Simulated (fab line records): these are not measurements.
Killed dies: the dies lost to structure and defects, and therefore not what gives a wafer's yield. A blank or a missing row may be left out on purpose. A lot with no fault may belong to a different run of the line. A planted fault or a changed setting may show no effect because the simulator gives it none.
fab line records | flow n5_finfet
record: lots: 5 wafers: 15 last_day: 19
route steps=1938 shown WELL_APT@28 BEOL_M4@1111
lots that met no fault: taken from a fault-free run of the same line
start_h: hours from the record's opening day to when the first of the lot's shown wafers began | wait_h: hours since the lot's step before | " same as the row above | L1.1+2: a row that stands for several wafers | - no value, or no start given | * or withheld: withheld | < > ~ a bound
route shown NAME@n: NAME is a module with steps in the file, n the number in the route of the first one | usual: average and standard deviation across the fault-free wafers | same: alike in all rows | chamber/n: place in a boat | sites: each site's reading | _std_site: the standard deviation of these | _edge_site: inner sites' mean taken away from outer sites' mean | radius_mm: for every site, how far away it sits from the centre of the wafer | mask NAME#n: copy n | behind: tool/chamber where the wafer was last shaped | hold: what put the lot on hold/how long, in hours/how the hold closed | device: names the non-switching transistor (n, p or np) | end of line: tests run on the same wafers once the route is complete | step lacking rows: just its recipe | killed: not the wafer's yield, but the dies lost to structure and defects at the first sort | map: dies across one wafer; x = killed, . = not, _ = none there
set.NAME: the setting that was run; set.NAME@STEP: the one run at that earlier step | model.NAME: the simulator's own value behind a step, which no gauge read
lots seen at some steps along the route; tables by step, rows by wafer
services: the hour from which a tool's chamber was out of use, counted from the record's first day as start_h (under 0 if before that day), plus the number of hours and why
== steps ==
step: N5_WELL_APT_CD_MEAS_08
recipe: target_cd_nm: 200 landing_energy_ev: 500 detector: se_inlens
usual: cd_nm: 199.5/1.6
columns lot.wafer tool chamber start_h wait_h cd_nm
L864.2 cd_sem-03 0 13.57 - 201.2
L864.3 " 0 " " 200.3
L864.5 " 0 " " 200.2
L865.1 cd_sem-01 0 19.56 - 196.4
L865.3 " 0 " " 199.6
L865.6 " 0 " " 198.1
L879.2 cd_sem-03 0 103.85 - 199.4
L879.3 " 0 " " 199.4
L879.5 " 0 " " 200.7
L886.2 cd_sem-01 0 145.71 - 196.6
L886.5 " 0 " " 196.9
L886.6 " 0 " " 198.7
L887.2 cd_sem-01 0 151.60 - 198.1
L887.4 " 0 " " 200.9
L887.5 " 0 " " 199.7
step: N5_WELL_APT_OVL_MEAS_09
recipe: points_per_wafer: 44
usual: NWELL_OVL: -1/6.6
columns lot.wafer tool chamber start_h wait_h NWELL_OVL[nm]
L864.2 overlay-02 0 13.60 0.0 8
L864.3 " 0 " " 15
L864.5 " 0 " " 12
L865.1 overlay-02 0 19.59 0.0 -1
L865.3 " 0 " " 4
L865.6 " 0 " " 6
L879.2 overlay-01 0 103.88 0.0 -8
L879.3 " 0 " " -2
L879.5 " 0 " " -4
L886.2 overlay-02 0 145.74 0.0 -10
L886.5 " 0 " " 1
L886.6 " 0 " " -7
L887.2 overlay-01 0 151.63 0.0 -12
L887.4 " 0 " " -9
L887.5 " 0 " " 3
step: N5_WELL_APT_INSPECT_10
recipe: mode: adi inspect_instrument: macro
usual: raw_defect_count: 2.2/1.6
columns lot.wafer tool chamber start_h wait_h raw_defect_count
L864.2 defect_inspect-02 - 13.62 0.0 4
L864.3 " - " " 3
L864.5 " - " " 2
L865.1 defect_inspect-01 - 19.61 0.0 3
L865.3 " - " " 1
L865.6 " - " " 3
L879.2 defect_inspect-02 - 103.90 0.0 2
L879.3 " - " " 1
L879.5 " - " " 4
L886.2 defect_inspect-02 - 145.77 0.0 2
L886.5 " - " " 2
L886.6 " - " " 1
L887.2 defect_inspect-02 - 151.65 0.0 2
L887.4 " - " " 7
L887.5 " - " " 3
step: N5_WELL_APT_DESCUM_13
recipe: chemistry: O2 time_s: 7.9 source_power_w: 50 bias_power_w: 20 pressure_mtorr: 20 rf_frequency_hz: 2.712e+07 temp_c: 40 o2_flow_sccm: 225
usual: drypump_motor_current_A: 5.6/0.32 oes_product_au: 0.79/0.077 rf_vpp_V: 243.9/1.2 showerhead_plenum_p_Torr: 2.13/0.063 throttle_valve_pct: 20.5/0.34
columns lot.wafer tool chamber start_h wait_h drypump_motor_current_A oes_product_au rf_hours_counter_h rf_vpp_V showerhead_plenum_p_Torr throttle_valve_pct
L864.2 rie_diel-03 3 13.66 0.0 5.1 0.79 104 244.2 2.12 20.5
L864.3 " 0 " " 5.3 0.73 191 246.0 2.17 20.9
L864.5 " 0 " " 5.3 0.73 - 245.5 2.17 20.9
L865.1 rie_diel-01 2 19.65 0.0 5.7 0.73 175 245.3 2.19 20.9
L865.3 " 0 " " 5.7 1.00 1 245.5 2.24 20.0
L865.6 " 2 " " 5.7 0.73 - 243.5 2.19 20.9
L879.2 rie_diel-06 0 104.30 0.4 5.9 0.87 49 241.8 2.01 20.0
L879.3 " 3 " " 5.1 0.74 154 244.5 2.19 20.9
L879.5 " 1 " " 5.6 0.74 - 243.9 2.15 20.7
L886.2 rie_diel-06 0 145.80 0.0 5.9 0.84 63 241.9 2.01 20.0
L886.5 " 0 " " 5.9 0.84 - 241.4 2.01 20.0
L886.6 " 1 " " 5.6 0.71 - 243.5 2.14 20.7
L887.2 rie_diel-01 3 151.68 0.0 5.5 0.90 30 242.3 2.04 20.0
L887.4 " 0 " " 5.7 0.87 48 244.8 2.22 20.1
L887.5 " 3 " " 5.5 0.90 - 243.0 2.04 20.0
step: N5_WELL_APT_IMPLANT_14
recipe: species: P energy_kev: 160 dose_cm2: 1.5e+13 tilt_deg: 0 rotation_deg: 0
step: N5_WELL_APT_IMPLANT_15
recipe: species: As energy_kev: 25 dose_cm2: 1.5e+13 tilt_deg: 0 rotation_deg: 0
step: N5_WELL_APT_STRIP_16
recipe: chemistry: SPM time_s: 900 temp_c: 130 h2so4_h2o2_vol_ratio: 4 dry: ipa_marangoni
step: N5_WELL_APT_HMDS_18
recipe: time_s: 60 temp_c: 120
step: N5_WELL_APT_COAT_19
recipe: spin_rpm: 1357 resist_thk_nm: 950
step: N5_WELL_APT_EBR_21
recipe: solvent: PGMEA ebr_width_mm: 1.5
step: N5_WELL_APT_SOFTBAKE_20
recipe: temp_c: 130 time_s: 60
step: N5_WELL_APT_EXPOSE_22
recipe: mask_id: PWELL na: 0.8 source_shape: conventional sigma_outer: 0.8 polarization: unpolarized defocus_nm: 0 target_cd_nm: 200 dose_mj: 23.2
step: N5_WELL_APT_PEB_23
recipe: peb_temp_c: 130 peb_time_s: 90
columns lot.wafer tool chamber start_h wait_h
L864.2+3+5 litho_track-03 0 14.57 0.0
L865.1+3+6 litho_track-01 0 20.56 0.1
L879.2+3+5 litho_track-01 0 105.34 0.0
L886.2+5+6 litho_track-03 0 146.84 0.0
L887.2+4+5 litho_track-04 0 152.73 0.0
step: N5_WELL_APT_DEVELOP_24
recipe: develop_time_s: 45 rinse_liquid: surfactant_rinse dry: air_spin dev_temp_c: 21
step: N5_WELL_APT_HARDBAKE_29
recipe: temp_c: 130 time_s: 120
step: N5_WELL_APT_CD_MEAS_25
recipe: target_cd_nm: 200 landing_energy_ev: 500 detector: se_inlens
usual: cd_nm: 200.1/1.8
columns lot.wafer tool chamber start_h wait_h cd_nm
L864.2 cd_sem-02 0 14.69 - 203.8
L864.3 " 0 " " 201.7
L864.5 " 0 " " 202.2
L865.1 cd_sem-02 0 20.68 - 201.7
L865.3 " 0 " " 203.9
L865.6 " 0 " " 201.2
L879.2 cd_sem-01 0 105.46 - 204.6
L879.3 " 0 " " 204.0
L879.5 " 0 " " 202.3
L886.2 cd_sem-01 0 146.96 - 201.8
L886.5 " 0 " " 196.8
L886.6 " 0 " " 203.3
L887.2 cd_sem-01 0 152.85 - 199.7
L887.4 " 0 " " 199.1
L887.5 " 0 " " 198.3
step: N5_WELL_APT_OVL_MEAS_26
recipe: points_per_wafer: 44
usual: PWELL_OVL: 0/4.9
columns lot.wafer tool chamber start_h wait_h PWELL_OVL[nm]
L864.2 overlay-01 0 14.72 0.0 5
L864.3 " 0 " " 4
L864.5 " 0 " " 6
L865.1 overlay-02 0 20.71 0.0 -3
L865.3 " 0 " " 8
L865.6 " 0 " " 11
L879.2 overlay-02 0 105.49 0.0 4
L879.3 " 0 " " 4
L879.5 " 0 " " -1
L886.2 overlay-01 0 146.99 0.0 2
L886.5 " 0 " " 5
L886.6 " 0 " " 11
L887.2 overlay-01 0 152.88 0.0 3
L887.4 " 0 " " 1
L887.5 " 0 " " -5
step: N5_WELL_APT_INSPECT_27
recipe: mode: adi inspect_instrument: macro
usual: raw_defect_count: 2.1/1.4
columns lot.wafer tool chamber start_h wait_h raw_defect_count
L864.2 defect_inspect-02 - 14.74 0.0 1
L864.3 " - " " 0
L864.5 " - " " 0
L865.1 defect_inspect-02 - 20.73 0.0 3
L865.3 " - " " 1
L865.6 " - " " 3
L879.2 defect_inspect-01 - 105.51 0.0 3
L879.3 " - " " 3
L879.5 " - " " 2
L886.2 defect_inspect-01 - 147.01 0.0 2
L886.5 " - " " 2
L886.6 " - " " 1
L887.2 defect_inspect-02 - 152.91 0.0 5
L887.4 " - " " 1
L887.5 " - " " 0
step: N5_WELL_APT_DESCUM_30
recipe: chemistry: O2 time_s: 7.9 source_power_w: 50 bias_power_w: 20 pressure_mtorr: 20 rf_frequency_hz: 2.712e+07 temp_c: 40 o2_flow_sccm: 225
usual: drypump_motor_current_A: 5.6/0.31 oes_product_au: 0.80/0.075 rf_vpp_V: 243.8/1.1 showerhead_plenum_p_Torr: 2.13/0.061 throttle_valve_pct: 20.5/0.34
columns lot.wafer tool chamber start_h wait_h drypump_motor_current_A oes_product_au rf_hours_counter_h rf_vpp_V showerhead_plenum_p_Torr throttle_valve_pct model.WELL_APT.cd_nm
L864.2 rie_diel-06 3 14.78 0.0 5.1 0.75 123 245.7 2.20 20.8 203.9
L864.3 " 0 " " 5.9 0.93 16 242.6 2.03 20.0 201.6
L864.5 " 1 " " 5.6 0.74 - 245.2 2.16 20.7 202.3
L865.1 rie_diel-06 3 20.77 0.0 5.1 0.75 125 243.9 2.20 20.8 201.6
L865.3 " 2 " " 5.5 0.89 34 245.6 2.11 20.3 203.7
L865.6 " 0 " " 5.9 0.92 - 242.7 2.03 19.9 201.3
L879.2 rie_diel-06 3 105.55 0.0 5.1 0.73 154 244.9 2.19 20.9 204.7
L879.3 " 1 " " 5.6 0.71 203 244.2 2.15 20.7 204
L879.5 " 0 " " 5.9 0.86 - 242.4 2.01 20.0 202.3
L886.2 rie_diel-06 3 147.12 0.1 5.1 0.72 169 244.0 2.19 20.9 201.7
L886.5 " 3 " " 5.1 0.71 - 245.1 2.19 20.9 196.7
L886.6 " 1 " " 5.6 0.70 - 244.8 2.14 20.8 203.5
L887.2 rie_diel-01 2 153.02 0.1 5.6 0.69 223 243.8 2.18 21.0 200
L887.4 " 3 " " 5.5 0.90 31 243.1 2.04 20.0 198.8
L887.5 " 0 " " 5.7 0.86 - 245.3 2.22 20.1 198.4
step: N5_WELL_APT_IMPLANT_31
recipe: species: B energy_kev: 60 dose_cm2: 1.5e+13 tilt_deg: 0 rotation_deg: 0
step: N5_BEOL_M4_RC_MEAS_101
usual: DIBL_N: 36.1/1.6 DIBL_P: 35.7/1.8 IOFF_N: 0.159/0.027 IOFF_P: 0.21/0.03 ION_N: 673/10 ION_P: 462/7.4 SS_N: 71.4/0.56 SS_P: 73.2/0.61 VT_N: 249.7/3 VT_P: -250/3.1
columns lot.wafer tool chamber start_h wait_h DIBL_N[mV/V] DIBL_P[mV/V] IOFF_N[nA/um] IOFF_P[nA/um] ION_N[uA/um] ION_P[uA/um] SS_N[mV/dec] SS_P[mV/dec] VT_N[mV] VT_P[mV]
L864.2 prober-01 0 166.40 0.2 34.2 34.7 0.137 0.22 668 466 71.4 73.6 250.1 -248
L864.3 " 0 " " 33.8 34.9 0.132 0.22 666 464 71.6 72.7 251.5 -249
L864.5 " 0 " " 34.9 36.6 0.157 0.25 673 471 72.0 73.6 248.1 -244
L865.1 prober-01 0 171.41 0.0 35.4 35.8 0.155 0.19 679 457 71.6 72.7 247.8 -255
L865.3 " 0 " " 37.1 38.0 0.183 0.22 674 452 72.1 73.0 251.5 -253
L865.6 " 0 " " 35.0 35.7 0.154 0.19 667 451 71.9 73.1 246.3 -254
L879.2 prober-01 0 255.44 0.2 38.8 37.8 0.196 0.23 686 465 72.3 73.6 246.6 -250
L879.3 " 0 " " 38.3 37.8 0.196 0.21 685 455 72.3 74.2 247.3 -251
L879.5 " 0 " " 36.5 34.4 0.146 0.18 679 463 71.3 72.9 251.6 -253
L887.2 prober-02 0 329.06 0.2 39.1 38.5 0.197 0.30 681 470 71.4 74.1 245.4 -243
L887.4 " 0 " " 35.9 34.2 0.139 0.20 671 468 70.7 73.6 249.0 -250
L887.5 " 0 " " 38.1 36.9 0.179 0.26 678 473 71.4 73.8 247.1 -244
L886.2 prober-01 0 341.86 0.2 37.8 37.2 0.202 0.26 685 468 72.1 73.0 244.9 -243
L886.5 " 0 " " 37.4 35.8 0.194 0.23 672 464 72.0 73.5 246.2 -245
L886.6 " 0 " " 35.1 34.2 0.147 0.21 658 462 71.1 73.2 250.4 -248
== services ==
columns tool chamber start_h hours kind
rie_diel-01 0 -6.61 - clean
rie_diel-01 0 -6.61 - consumable_replace:focus_ring
rie_diel-01 0 -6.61 - consumable_replace:showerhead
rie_diel-01 0 -6.61 21.2 scheduled_down
rie_diel-01 0 -6.61 21.2 vent_cycle
rie_diel-03 - -2.61 0.3 repair
rie_diel-06 - 10.35 1.0 repair
rie_diel-01 1 18.87 14.0 repair
rie_diel-03 - 32.33 1.6 repair
rie_diel-01 3 33.81 - clean
rie_diel-01 3 33.81 - consumable_replace:focus_ring
rie_diel-01 3 33.81 18.1 scheduled_down
rie_diel-01 3 33.81 18.1 vent_cycle
rie_diel-01 2 87.98 4.9 repair
rie_diel-01 3 105.08 9.1 repair
rie_diel-01 0 113.19 5.2 repair
rie_diel-06 2 113.32 8.0 repair
litho_track-03 - 133.92 - consumable_replace:filter
rie_diel-06 2 144.85 12.2 repair
litho_track-03 - 150.05 - consumable_replace:filter
== key ==
first_sign none at tools or gauges
model_effect: step: N5_WELL_APT_DESCUM_30 value: WELL_APT.cd_nm without: 200.1 struck: 203.7
met_at N5_WELL_APT_PEB_23
struck_wafers L879.2,L879.3,L879.5
onset_between 20.56 105.34
fault: kind: process_parameter_drift tool: litho_track-01 chamber: - onset_h: 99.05 steps: N5_WELL_APT_PEB_23 channel: peb_time_s offset: * shape: step end_h: 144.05 acts_in: * stated: *
